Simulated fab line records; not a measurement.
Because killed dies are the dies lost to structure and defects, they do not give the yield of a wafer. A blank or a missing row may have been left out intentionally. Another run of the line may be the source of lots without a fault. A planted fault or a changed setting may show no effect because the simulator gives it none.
fab line records	flow nand-harc
[record] lots = 7	wafers = 19	last-day = 32
route steps=1302 shown A_CONTACT@1105 A_BLC@1107
lots with no fault: from the same line, run without faults
start-h: hours from the record's opening day to when the first of the lot's shown wafers began	wait-h: hours from the lot's prior step to this one	" identical to the entry in the row above	L1.1+2: a row that stands for several wafers	- no value, or no start was given	* or withheld: withheld	< > ~ a bound
route shown NAME@n: a module of which the file shows steps, and the number in the route of the first	usual: mean/standard deviation of fault-free wafers	same: alike in all rows	chamber/n: place in a boat	sites: the reading at each site	_std_site: the standard deviation of these	_edge_site: the outer-site mean with the inner-site mean subtracted	radius-mm: how far each site lies from the wafer's centre	mask NAME#n: copy n	behind: the last tool/chamber to shape the wafer	hold: why the lot was held/for how many hours/how that ended	device: the transistor (n, p or np) that didn't switch	end of line: tests run on the same wafers once the route is complete	a step without rows: its recipe alone	killed: dies that structure and defects cost at the first sort, which is not the same as the wafer's yield	map: the dies of a wafer, with x for killed, . for not killed, _ for no die there
set.NAME: the setting the step ran with; set.NAME@STEP: the setting that earlier step ran with	model.NAME: the simulator's own value behind a step, which no gauge read
lots at selected steps of the route; one table per step, one row per wafer
services: the hour from which a tool's chamber was out of use, counted from the record's first day as start-h (under 0 if before that day), plus the number of hours and why
[[steps]]
[step NHARC_A_CONTACT_SRD_22]
[step NHARC_A_CONTACT_INSPECT_23]
[usual] raw-defect-count = 516/120
lot.wafer	tool	chamber	start-h	wait-h	raw-defect-count
L696.1	defect-inspect-02	-	502.40	0.1	391
L696.2	"	-	"	"	376
L696.4	"	-	"	"	320
L700.1	defect-inspect-01	-	552.41	0.1	417
L700.4	"	-	"	"	521
L700.5	"	-	"	"	669
L707.1	defect-inspect-01	-	618.62	0.1	402
L707.4	"	-	"	"	322
L707.5	"	-	"	"	338
L709.1	defect-inspect-02	-	626.19	0.1	335
L709.3	"	-	"	"	331
L709.6	"	-	"	"	322
L710.1	defect-inspect-02	-	628.44	0.1	536
L710.5	"	-	"	"	515
L711.1	defect-inspect-01	-	635.34	0.1	372
L711.5	"	-	"	"	348
L716.1	defect-inspect-01	-	714.26	0.1	510
L716.3	"	-	"	"	377
L716.6	"	-	"	"	593
[step NHARC_A_BLC_DEHYDRATE_00]
[recipe] temp-c = 150	time-s = 120
[step NHARC_A_BLC_HMDS_01]
[recipe] time-s = 30
[step NHARC_A_BLC_COAT_02]
[recipe] temp-c = 260	time-s = 75
[step NHARC_A_BLC_COAT_03]
[recipe] temp-c = 225	time-s = 65
[step NHARC_A_BLC_COAT_04]
[recipe] spin-rpm = 1500	resist-thk-nm = 90
[step NHARC_A_BLC_SOFTBAKE_05]
[recipe] temp-c = 105	time-s = 55
[step NHARC_A_BLC_EBR_06]
[step NHARC_A_BLC_EXPOSE_07]
[recipe] na = 1.35	target-cd-nm = 100	dose-mj = 67.97	mask-id = A_BLC
[step NHARC_A_BLC_PEB_08]
[recipe] peb-temp-c = 100	peb-time-s = 65
[step NHARC_A_BLC_DEVELOP_09]
[recipe] develop-time-s = 35	dev-temp-c = 23
[usual] resist-line-temp-C = 23.00/0.11
lot.wafer	tool	chamber	start-h	wait-h	resist-line-temp-C
L696.1	litho-track-06	0	502	-	22.96
L696.2	"	0	"	"	23.14
L696.4	"	0	"	"	23.03
L700.1	litho-track-01	0	552	-	23.07
L700.4	"	0	"	"	23.00
L700.5	"	0	"	"	23.01
L707.1	litho-track-01	0	618	-	23.14
L707.4	"	0	"	"	23.13
L707.5	"	0	"	"	23.01
L709.1	litho-track-06	0	626	-	22.78
L709.3	"	0	"	"	22.90
L709.6	"	0	"	"	22.87
L710.1	litho-track-01	0	628	-	22.95
L710.5	"	0	"	"	23.05
L711.1	litho-track-01	0	635	-	22.88
L711.5	"	0	"	"	22.91
L716.1	litho-track-01	0	714	-	23.09
L716.3	"	0	"	"	23.24
L716.6	"	0	"	"	23.04
[step NHARC_A_BLC_CD_MEAS_10]
[recipe] target-cd-nm = 100	landing-energy-ev = 500
[usual] cd-nm = 99.8/0.62
lot.wafer	tool	chamber	start-h	wait-h	cd-nm
L696.1	cd-sem-03	0	502.78	-	100.4
L696.2	"	0	"	"	100.6
L696.4	"	0	"	"	99.0
L700.1	cd-sem-02	0	552.91	-	99.0
L700.4	"	0	"	"	98.9
L700.5	"	0	"	"	98.7
L707.1	cd-sem-02	0	619.00	-	99.2
L707.4	"	0	"	"	96.0
L707.5	"	0	"	"	96.3
L709.1	cd-sem-01	0	626.70	-	99.3
L709.3	"	0	"	"	99.8
L709.6	"	0	"	"	100.2
L710.1	cd-sem-01	0	628.82	-	99.2
L710.5	"	0	"	"	96.3
L711.1	cd-sem-01	0	635.86	-	101.2
L711.5	"	0	"	"	97.3
L716.1	cd-sem-03	0	714.64	-	99.5
L716.3	"	0	"	"	99.0
L716.6	"	0	"	"	99.0
[step NHARC_A_BLC_OVL_MEAS_11]
[usual] overlay-x-nm = 0.2/0.73	overlay-y-nm = -0.2/0.96
lot.wafer	tool	chamber	start-h	wait-h	overlay-x-nm	overlay-y-nm
L696.1	overlay-01	-	502.87	-	-1.8	1.7
L696.2	"	-	"	"	-0.8	1.7
L696.4	"	-	"	"	-1.3	1.8
L700.1	overlay-02	-	553.00	-	-1.1	-1.1
L700.4	"	-	"	"	-1.5	-0.4
L700.5	"	-	"	"	-1.6	-0.2
L707.1	overlay-02	-	619.09	-	-0.2	0.6
L707.4	"	-	"	"	0.0	0.6
L707.5	"	-	"	"	0.3	1.1
L709.1	overlay-02	-	626.78	-	0.1	-0.6
L709.3	"	-	"	"	0.3	-1.1
L709.6	"	-	"	"	0.5	-0.3
L710.1	overlay-01	-	628.91	-	0.6	0.1
L710.5	"	-	"	"	0.3	0.0
L711.1	overlay-01	-	635.95	-	0.3	1.4
L711.5	"	-	"	"	0.6	1.2
L716.1	overlay-02	-	714.73	-	0.0	-2.4
L716.3	"	-	"	"	0.5	-1.4
L716.6	"	-	"	"	0.8	-2.5
[step NHARC_A_BLC_INSPECT_12]
[usual] raw-defect-count = 93/36
lot.wafer	tool	chamber	start-h	wait-h	raw-defect-count
L696.1	defect-inspect-02	-	502.90	0.0	68
L696.2	"	-	"	"	64
L696.4	"	-	"	"	76
L700.1	defect-inspect-02	-	553.04	0.0	97
L700.4	"	-	"	"	96
L700.5	"	-	"	"	112
L707.1	defect-inspect-02	-	619.13	0.0	50
L707.4	"	-	"	"	53
L707.5	"	-	"	"	47
L709.1	defect-inspect-01	-	626.82	0.0	29
L709.3	"	-	"	"	41
L709.6	"	-	"	"	22
L710.1	defect-inspect-02	-	628.95	0.0	142
L710.5	"	-	"	"	132
L711.1	defect-inspect-01	-	635.99	0.0	40
L711.5	"	-	"	"	22
L716.1	defect-inspect-02	-	714.76	0.0	73
L716.3	"	-	"	"	77
L716.6	"	-	"	"	82
[step NHARC_A_BLC_DESCUM_15]
[recipe] time-s = 3	o2-flow-sccm = 200	ar-flow-sccm = 0	bias-power-w = 0	chemistry = O2
[usual] drypump-motor-current-A = 5.9/0.39	oes-product-au = 0.995/0.0091	rf-vpp-V = 58.0/0.93	showerhead-plenum-p-Torr = 1.96/0.065	throttle-valve-pct = 11.311/0.0083
[same] bias-power-w = 0
lot.wafer	tool	chamber	start-h	wait-h	drypump-motor-current-A	oes-product-au	rf-hours-counter-h	rf-vpp-V	showerhead-plenum-p-Torr	throttle-valve-pct	model.A_BLC.cd-nm
L696.4	rie-diel-12	3	502.96	0.1	5.9	0.999	3	57.6	2.00	11.301	99.3
L696.2	"	0	"	"	5.6	0.997	3	57.8	1.88	11.304	101.5
L696.1	"	1	"	"	5.5	0.995	3	58.7	2.01	11.309	100.6
L700.4	rie-diel-08	1	553.10	0.1	5.6	1.005	12	57.7	1.84	11.319	98.83
L700.1	"	3	"	"	5.8	1.014	14	58.9	1.82	11.314	99.24
L700.5	"	1	"	"	5.6	0.996	-	57.6	1.84	11.316	98.82
L707.1	rie-diel-12	1	619.20	0.1	5.5	1.016	0	58.9	2.01	11.300	99.68
L707.4	"	2	"	"	5.8	1.002	0	58.2	2.02	11.321	95.46
L707.5	"	3	"	"	5.9	1.010	-	57.3	2.00	11.331	95.5
L709.3	rie-diel-09	1	626.89	0.1	6.2	0.983	13	58.7	2.00	11.306	100
L709.1	"	3	"	"	6.8	1.001	12	57.4	1.89	11.312	98.91
L709.6	"	1	"	"	6.1	0.985	-	58.6	2.00	11.309	100.8
L710.1	rie-diel-12	2	629.01	0.1	5.8	0.987	2	56.4	2.02	11.317	98.55
L710.5	"	2	"	"	5.8	0.987	-	57.7	2.02	11.308	95.62
L711.1	rie-diel-08	2	636.08	0.1	6.1	0.987	41	56.8	1.79	11.307	99.81
L711.5	"	0	"	"	4.9	1.009	-	57.8	1.93	11.293	97.42
L716.1	rie-diel-12	3	714.84	0.1	5.9	1.001	7	58.4	2.00	11.311	99.26
L716.3	"	0	"	"	5.5	0.999	7	57.8	1.87	11.307	99.19
L716.6	"	1	"	"	5.5	0.996	-	58.1	2.01	11.318	99.75
[step NHARC_A_BLC_ETCH_16]
[recipe] target-depth-a = 390	over-etch-frac = 0.3	time-s = 65	ion-energy-ev = 80	cf4-flow-sccm = 150	ar-flow-sccm = 0	rf-w = 300	bias-w = 100	chemistry = CF4
[usual] drypump-motor-current-A = 5.9/0.41	oes-product-au = 0.993/0.01	rf-vpp-V = 151.8/1.1	showerhead-plenum-p-Torr = 1.81/0.057	throttle-valve-pct = 13.284/0.0088
lot.wafer	tool	chamber	start-h	wait-h	drypump-motor-current-A	oes-product-au	rf-hours-counter-h	rf-vpp-V	showerhead-plenum-p-Torr	throttle-valve-pct
L696.2	rie-diel-12	1	503.05	0.1	5.5	0.996	3	151.8	1.85	13.293
L696.1	"	2	"	"	5.7	0.995	2	151.0	1.86	13.291
L696.4	"	0	"	"	5.6	0.995	3	150.8	1.74	13.279
L700.1	rie-diel-08	0	553.19	0.1	5.0	1.007	6	151.7	1.79	13.291
L700.4	"	2	"	"	6.1	1.006	11	150.6	1.67	13.275
L700.5	"	3	"	"	5.8	1.009	-	150.5	1.69	13.299
L707.4	rie-diel-12	0	619.28	0.1	5.6	0.999	0	149.3	1.74	13.284
L707.1	"	1	"	"	5.5	0.992	0	152.4	1.85	13.276
L707.5	"	3	"	"	5.9	0.995	-	151.6	1.85	13.280
L709.1	rie-diel-09	2	626.97	0.1	5.8	0.984	12	151.5	1.87	13.289
L709.3	"	0	"	"	6.0	0.990	13	149.8	1.79	13.289
L709.6	"	1	"	"	6.2	0.970	-	151.1	1.84	13.277
L710.1	rie-diel-12	0	629.10	0.1	5.6	0.992	1	150.9	1.73	13.288
L710.5	"	0	"	"	5.6	0.993	-	151.6	1.73	13.291
L711.1	rie-diel-08	3	636.14	0.1	5.8	0.998	43	149.8	1.68	13.282
L711.5	"	3	"	"	5.8	1.000	-	151.3	1.68	13.284
L716.1	rie-diel-12	3	714.91	0.1	5.9	0.988	7	152.5	1.84	13.282
L716.3	"	0	"	"	5.6	1.007	7	149.8	1.73	13.296
L716.6	"	0	"	"	5.6	1.001	-	151.5	1.73	13.292
[step NHARC_A_BLC_ETCH_17]
[recipe] target-depth-a = 3900	over-etch-frac = 0.25	time-s = 609.38	ion-energy-ev = 200	n2-flow-sccm = 150	h2-flow-sccm = 150	ar-flow-sccm = 0	rf-w = 400	bias-w = 150	chemistry = N2/H2
[usual] drypump-motor-current-A = 5.9/0.4	oes-product-au = 0.994/0.0094	rf-vpp-V = 432.0/2.2	showerhead-plenum-p-Torr = 2.09/0.071	throttle-valve-pct = 14.171/0.0088
lot.wafer	tool	chamber	start-h	wait-h	drypump-motor-current-A	oes-product-au	rf-hours-counter-h	rf-vpp-V	showerhead-plenum-p-Torr	throttle-valve-pct
L696.4	rie-diel-12	2	-	-	5.7	1.000	3	433.1	2.16	14.190
L696.2	"	3	"	"	5.9	0.996	3	433.0	2.14	14.170
L696.1	"	0	"	"	5.6	0.990	3	430.5	2.00	14.175
L700.1	rie-diel-08	0	-	-	5.0	0.998	6	430.9	2.06	14.168
L700.4	"	1	"	"	5.6	0.998	12	429.1	1.96	14.166
L700.5	"	1	"	"	5.6	1.014	-	428.5	1.96	14.176
L707.1	rie-diel-12	1	-	-	5.5	0.984	0	434.1	2.14	14.190
L707.4	"	3	"	"	5.9	0.995	0	434.5	2.14	14.163
L707.5	"	1	"	"	5.5	0.994	-	433.9	2.14	14.167
L709.3	rie-diel-09	0	-	-	6.1	0.989	13	430.7	2.07	14.186
L709.1	"	1	"	"	6.1	0.978	14	432.6	2.13	14.173
L709.6	"	3	"	"	6.8	1.001	-	429.2	2.01	14.168
L710.1	rie-diel-12	2	-	-	5.8	1.005	2	431.7	2.16	14.169
L710.5	"	2	"	"	5.8	0.985	-	433.4	2.16	14.185
L711.1	rie-diel-08	1	-	-	5.6	1.008	39	430.3	1.95	14.169
L711.5	"	2	"	"	6.1	0.990	-	427.3	1.90	14.166
L716.1	rie-diel-12	2	-	-	5.8	1.002	7	433.6	2.16	14.184
L716.3	"	3	"	"	5.9	1.006	7	434.8	2.13	14.180
L716.6	"	1	"	"	5.5	1.015	-	433.8	2.14	14.175
[step NHARC_A_BLC_ETCH_18]
[recipe] target-depth-a = 9100	c4f8-flow-sccm = 20	o2-flow-sccm = 10	ar-flow-sccm = withheld	rf-w = 600	bias-w = 1500	chemistry = C4F8/O2/Ar
[usual] oes-product-au = 0.951/0.022	rf-vpp-V = 981/4.4
lot.wafer	tool	chamber	start-h	wait-h	oes-product-au	rf-hours-counter-h	rf-vpp-V	model.A_BLC.cd-nm
L696.2	rie-diel-12	3	-	-	0.915	3	985	98.5
L696.4	"	0	"	"	0.917	3	974	100.1
L696.1	"	1	"	"	0.914	3	984	104.2
L700.1	rie-diel-08	2	-	-	0.963	11	970	103.1
L700.4	"	0	"	"	0.984	6	979	97.32
L700.5	"	2	"	"	0.964	-	970	98.57
L707.4	rie-diel-12	0	-	-	0.962	0	976	94.34
L707.1	"	2	"	"	0.980	1	986	98.02
L707.5	"	1	"	"	0.969	-	984	95.02
L709.1	rie-diel-09	3	-	-	0.978	12	976	96.91
L709.3	"	2	"	"	0.974	12	986	96.75
L709.6	"	0	"	"	0.958	-	981	100.4
L710.1	rie-diel-12	1	-	-	0.968	2	984	96.53
L710.5	"	2	"	"	0.954	-	985	93.05
L711.1	rie-diel-08	1	-	-	0.929	39	972	101.8
L711.5	"	1	"	"	0.923	-	973	98.7
L716.1	rie-diel-12	3	-	-	0.929	7	984	95.67
L716.3	"	1	"	"	0.924	7	985	100.7
L716.6	"	3	"	"	0.929	-	985	100.3
[step NHARC_A_BLC_CD_MEAS_19]
[usual] cd-nm = 99.4/1.8
lot.wafer	tool	chamber	start-h	wait-h	cd-nm
L696.1	cd-sem-02	-	504.29	-	104.3
L696.2	"	-	"	"	98.3
L696.4	"	-	"	"	99.8
L700.1	cd-sem-01	-	554.07	-	102.8
L700.4	"	-	"	"	97.0
L700.5	"	-	"	"	98.3
L707.1	cd-sem-03	-	620.16	-	98.0
L707.4	"	-	"	"	94.3
L707.5	"	-	"	"	95.2
L709.1	cd-sem-02	-	627.85	-	97.1
L709.3	"	-	"	"	96.8
L709.6	"	-	"	"	100.5
L710.1	cd-sem-01	-	629.97	-	96.4
L710.5	"	-	"	"	92.9
L711.1	cd-sem-03	-	637.05	-	102.0
L711.5	"	-	"	"	98.2
L716.1	cd-sem-02	-	715.79	-	95.9
L716.3	"	-	"	"	100.7
L716.6	"	-	"	"	100.4
[[services]]
tool	chamber	start-h	hours	kind
rie-diel-12	0	479.43	-	clean
rie-diel-12	1	479.43	-	clean
rie-diel-12	2	479.43	-	clean
rie-diel-12	3	479.43	-	clean
litho-track-01	-	481.00	7.0	pm
rie-diel-12	2	489.00	7.9	repair
rie-diel-12	0	503.93	-	clean
rie-diel-12	1	503.93	-	clean
rie-diel-12	2	503.93	-	clean
rie-diel-12	3	503.93	-	clean
litho-track-06	-	505.00	7.0	pm
rie-diel-08	-	521.13	9.0	pm
rie-diel-09	2	521.95	9.6	repair
rie-diel-12	0	528.43	-	clean
rie-diel-08	0	531.37	11.6	repair
rie-diel-08	2	535.16	2.0	repair
rie-diel-12	-	598.40	9.0	pm
rie-diel-09	3	606.88	3.6	repair
rie-diel-09	2	637.68	11.5	repair
rie-diel-09	-	650.18	9.0	pm
litho-track-01	-	656.00	7.0	pm
rie-diel-08	2	658.05	8.9	repair
litho-track-06	-	680.00	7.0	pm
rie-diel-08	-	698.13	9.0	pm
[[key]]
[first-sign] step = NHARC_A_BLC_CD_MEAS_10	reading = cd-nm	direction = down	sigmas = 5.4	usual = 99.8	struck = 96.5
[effect] step = NHARC_A_BLC_CD_MEAS_19	reading = cd-nm	direction = down	sigmas = 2.3	usual = 99.4	struck = 95.1
[model-effect] step = NHARC_A_BLC_DESCUM_15	value = A_BLC.cd-nm	without = 99.08	struck = 96
[model-effect] step = NHARC_A_BLC_ETCH_18	value = A_BLC.cd-nm	without = 98.36	struck = 95.28
met-at NHARC_A_BLC_DEVELOP_09
struck-wafers L707.4,L707.5,L710.5,L711.5
tester-left-out L707,L710,L711
onset-between 552 618
[fault] kind = process-parameter-drift	tool = litho-track-01	chamber = -	onset-h = 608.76	steps = NHARC_A_BLC_DEVELOP_09	channel = develop-time-s	offset = *	shape = step	end-h = 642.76	scope = struck-wafers-only	acts-in = *	stated = *
// tester-left-out: of these lots the tester's yield and bins aren't shown, on N5 and GAA mostly nor the transistor test; their killed dies are dies lost to structure and defects alone, not to doping, threshold or leakage, so they don't give the yield
